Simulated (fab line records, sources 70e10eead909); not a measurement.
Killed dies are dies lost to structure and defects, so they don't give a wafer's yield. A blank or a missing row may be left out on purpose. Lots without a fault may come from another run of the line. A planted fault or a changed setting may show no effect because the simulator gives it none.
Which tool did it? | flow nand_harc | 13 lots, 39 wafers sampled, at 5 steps of a route of 1302

WHAT THE GAUGES READ, wafer by wafer
NHARC_END_SORT_01.
lot  | measured     | on        | defect_limited_yield (%) | killed_at_array | killed_at_other | killed_at_periphery | killed_dies | killed_open | killed_short
L158 | day 25 13:26 | prober-02 | 88 87 89                 | 74 84 72        | 2 0 1           | 5 5 3               | 81 89 76    | 2 6 4       | 0 6 3
L160 | day 25 04:05 | prober-01 | 92 93 91                 | 47 45 53        | 2 2 3           | 6 2 4               | 55 49 60    | 5 2 5       | 3 2 1
L159 | day 25 12:43 | prober-01 | 89 0 87                  | 72 64 76        | 0 607 0         | 2 6 10              | 74 677 86   | 0 2 4       | 1 1 1
L161 | day 25 19:37 | prober-02 | 93 0 95                  | 37 37 29        | 6 638 1         | 2 2 7               | 45 677 37   | 2 2 2       | 2 3 2
L170 | day 30 11:14 | prober-02 | 88 90 89                 | 77 65 65        | 0 0 0           | 5 4 8               | 82 69 73    | 4 1 2       | 1 0 7
L171 | day 30 10:26 | prober-01 | 91 92 92                 | 61 53 49        | 0 0 0           | 1 4 3               | 62 57 52    | 0 4 1       | 1 2 3
L172 | day 30 18:14 | prober-01 | 88 88 87                 | 78 79 82        | 1 0 2           | 0 3 1               | 79 82 85    | 0 3 4       | 3 2 2
L174 | day 31 11:38 | prober-01 | 95 95 95                 | 33 32 34        | 0 0 0           | 2 1 1               | 35 33 35    | 3 5 4       | 2 0 2
L177 | day 32 05:26 | prober-02 | 90 88 89                 | 63 75 67        | 3 3 2           | 4 6 4               | 70 84 73    | 3 4 3       | 2 1 3
L175 | day 32 04:36 | prober-01 | 81 86 85                 | 119 85 94       | 0 0 0           | 9 7 9               | 128 92 103  | 3 0 2       | 2 1 2
L176 | day 33 07:31 | prober-02 | 89 90 89                 | 68 58 66        | 1 5 8           | 3 7 3               | 72 70 77    | 3 4 5       | 2 4 5
L179 | day 33 19:40 | prober-01 | 96 96 95                 | 24 27 32        | 0 1 1           | 2 1 4               | 26 29 37    | 2 3 2       | 1 3 6
L178 | day 35 09:43 | prober-01 | 94 93 92                 | 32 40 49        | 1 0 0           | 5 5 4               | 38 45 53    | 4 1 7       | 3 0 1

WHICH TOOL RAN EACH LOT (tool, then ch and the chambers of the sampled wafers, then the start)
lot  | NHARC_A_BONDPAD_PRE_CLEAN_26            | NHARC_A_BONDPAD_PVD_27                  | NHARC_THIN_TSV_ETCH_44             | NHARC_THIN_TSV_DEGAS_49
L158 | pvd_sputter-03, day 24 12:52 or earlier | pvd_sputter-03, day 24 12:52 or earlier | rie_diel-13 ch 0,2,3, day 24 12:52 | pvd_sputter-01, day 24 15:21
L160 | pvd_sputter-03, day 24 16:06 or earlier | pvd_sputter-03, day 24 16:06 or earlier | rie_diel-02 ch 1,2,3, day 24 16:06 | pvd_sputter-02, day 24 18:37
L159 | pvd_sputter-01, day 24 17:11 or earlier | pvd_sputter-01, day 24 17:11 or earlier | rie_diel-13 ch 0,2, day 24 17:11   | pvd_sputter-03, day 24 19:46
L161 | pvd_sputter-02, day 25 02:48 or earlier | pvd_sputter-02, day 25 02:48 or earlier | rie_diel-13 ch 0,1,2, day 25 02:48 | pvd_sputter-02, day 25 05:19
L170 | pvd_sputter-02, day 29 17:19 or earlier | pvd_sputter-02, day 29 17:19 or earlier | rie_diel-02 ch 0,1,2, day 29 17:19 | pvd_sputter-03, day 29 20:41
L171 | pvd_sputter-01, day 29 18:19 or earlier | pvd_sputter-01, day 29 18:19 or earlier | rie_diel-03 ch 0,1,2, day 29 18:19 | pvd_sputter-02, day 29 21:36
L172 | pvd_sputter-02, day 30 02:17 or earlier | pvd_sputter-02, day 30 02:17 or earlier | rie_diel-03 ch 0,1,2, day 30 02:17 | pvd_sputter-01, day 30 04:55
L174 | pvd_sputter-01, day 30 21:04 or earlier | pvd_sputter-01, day 30 21:04 or earlier | rie_diel-13 ch 0,1,2, day 30 21:04 | pvd_sputter-02, day 30 23:32
L177 | pvd_sputter-03, day 31 13:56 or earlier | pvd_sputter-03, day 31 13:56 or earlier | rie_diel-02 ch 0,1,2, day 31 13:56 | pvd_sputter-02, day 31 16:23
L175 | pvd_sputter-03, day 31 15:09 or earlier | pvd_sputter-03, day 31 15:09 or earlier | rie_diel-13 ch 0,2,3, day 31 15:09 | pvd_sputter-01, day 31 17:37
L176 | pvd_sputter-03, day 32 15:28 or earlier | pvd_sputter-03, day 32 15:28 or earlier | rie_diel-02 ch 0,2,3, day 32 15:28 | pvd_sputter-02, day 32 17:50
L179 | pvd_sputter-03, day 33 01:50 or earlier | pvd_sputter-03, day 33 01:50 or earlier | rie_diel-13 ch 0,1, day 33 01:50   | pvd_sputter-02, day 33 04:21
L178 | pvd_sputter-02, day 34 16:53 or earlier | pvd_sputter-02, day 34 16:53 or earlier | rie_diel-13 ch 0,1,2, day 34 16:53 | pvd_sputter-01, day 34 19:46
- NHARC_A_BONDPAD_PRE_CLEAN_26: time 30 s.
- NHARC_A_BONDPAD_PVD_27: deposits Cu, target thk 30 nm, time 20.49 s.
- NHARC_THIN_TSV_ETCH_44: etches the open film in CF4/O2, target depth 1594.2 nm, time 797.1 s.
- NHARC_THIN_TSV_DEGAS_49: time 120 s.

WHAT THE TOOLS THEMSELVES READ (means of the sampled wafers that have a number; where no wafer has one, the mark that the record gives instead)
NHARC_A_BONDPAD_PRE_CLEAN_26.
lot  | tool           | heater_power_w (W)
L158 | pvd_sputter-03 | 412
L160 | pvd_sputter-03 | 423
L159 | pvd_sputter-01 | 420
L161 | pvd_sputter-02 | 423
L170 | pvd_sputter-02 | 420
L171 | pvd_sputter-01 | 380
L172 | pvd_sputter-02 | 407
L174 | pvd_sputter-01 | 396
L177 | pvd_sputter-03 | 417
L175 | pvd_sputter-03 | 364
L176 | pvd_sputter-03 | 406
L179 | pvd_sputter-03 | 411
L178 | pvd_sputter-02 | 415

NHARC_A_BONDPAD_PVD_27.
lot  | tool           | throttle_valve_pct (%)
L158 | pvd_sputter-03 | 30.7
L160 | pvd_sputter-03 | 30.4
L159 | pvd_sputter-01 | 29.7
L161 | pvd_sputter-02 | 30.1
L170 | pvd_sputter-02 | 28.9
L171 | pvd_sputter-01 | 29.8
L172 | pvd_sputter-02 | 29.9
L174 | pvd_sputter-01 | 29.2
L177 | pvd_sputter-03 | 30.5
L175 | pvd_sputter-03 | 30.9
L176 | pvd_sputter-03 | 30.7
L179 | pvd_sputter-03 | 31.2
L178 | pvd_sputter-02 | 31.0

NHARC_THIN_TSV_ETCH_44.
lot  | tool        | drypump_motor_current_A (A) | oes_product_au (a.u.) | rf_fwd_power_W (W) | rf_vpp_V (V) | showerhead_plenum_p_Torr (Torr) | throttle_valve_pct (%)
L158 | rie_diel-13 | 5.6                         | 1.002                 | 299.8              | 790          | 1.74                            | 16.918
L160 | rie_diel-02 | 5.6                         | 1.012                 | 299.8              | 801          | 1.93                            | 16.912
L159 | rie_diel-13 | 5.2                         | 0.922                 | 258.8              | 788          | 1.75                            | 16.922
L161 | rie_diel-13 | 5.3                         | 0.920                 | 259.2              | 789          | 1.75                            | 16.914
L170 | rie_diel-02 | 5.3                         | 0.996                 | 300.5              | 798          | 1.91                            | 16.920
L171 | rie_diel-03 | 5.7                         | 1.003                 | 300.2              | 792          | 1.79                            | 16.917
L172 | rie_diel-03 | 5.6                         | 0.999                 | 300.1              | 792          | 1.79                            | 16.913
L174 | rie_diel-13 | 5.3                         | 0.999                 | 299.7              | 788          | 1.74                            | 16.919
L177 | rie_diel-02 | 5.3                         | 0.996                 | 299.5              | 798          | 1.91                            | 16.912
L175 | rie_diel-13 | 5.6                         | 0.992                 | 299.9              | 788          | 1.74                            | 16.920
L176 | rie_diel-02 | 5.5                         | 1.002                 | 298.8              | 800          | 1.93                            | 16.909
L179 | rie_diel-13 | 5.4                         | 1.002                 | 300.1              | 790          | 1.75                            | 16.913
L178 | rie_diel-13 | 5.3                         | 1.003                 | 298.5              | 789          | 1.74                            | 16.922

NHARC_THIN_TSV_DEGAS_49.
lot  | tool           | heater_power_w (W)
L158 | pvd_sputter-01 | 442
L160 | pvd_sputter-02 | 489
L159 | pvd_sputter-03 | 467
L161 | pvd_sputter-02 | 489
L170 | pvd_sputter-03 | 457
L171 | pvd_sputter-02 | 482
L172 | pvd_sputter-01 | 439
L174 | pvd_sputter-02 | 455
L177 | pvd_sputter-02 | 521
L175 | pvd_sputter-01 | 442
L176 | pvd_sputter-02 | 488
L179 | pvd_sputter-02 | 476
L178 | pvd_sputter-01 | 423

THE ANSWER, worked out from the rows above alone
Rule: what is usual is taken from the lots themselves. Put in order of their means at a reading, lots are off if they are a third of the lots or fewer, leave a main group of 4 or more, and stand apart from it by a gap of 3 or more times the standard deviation of the main group's means; of several such gaps the widest counts. A main group whose means are all the same, to the digits that the tables above print for the reading, isn't used. A lot without any number at a reading at which 4 lots or more have one is off too. The other lots that the step has rows for count as sound. The gauges are gone through in route order, then the tools' own readings, and for those a lot's mean is taken as printed above. The first step at which some lot is off is used, and at that step the reading that is off furthest; a lot without a number counts as furthest.
Off: L159, L161, at NHARC_END_SORT_01 (killed_at_other). The main group: mean 1.2, standard deviation 1.4.
A tool fits if, at a process step before that reading, it ran every lot that is off, and no sound lot after the first of them. The gauges at NHARC_END_SORT_01 aren't tried: what is off there is off at NHARC_THIN_TSV_ETCH_44 too, on other tools, and a gauge's error can't cause that. NHARC_A_BONDPAD_PRE_CLEAN_26 gives no start for some lots, so the hours and the order of its lots are those of NHARC_THIN_TSV_ETCH_44. NHARC_A_BONDPAD_PVD_27 gives no start for some lots, so the hours and the order of its lots are those of NHARC_THIN_TSV_ETCH_44. None of those tried fits.

WHAT THE SIMULATOR HAD PUT IN
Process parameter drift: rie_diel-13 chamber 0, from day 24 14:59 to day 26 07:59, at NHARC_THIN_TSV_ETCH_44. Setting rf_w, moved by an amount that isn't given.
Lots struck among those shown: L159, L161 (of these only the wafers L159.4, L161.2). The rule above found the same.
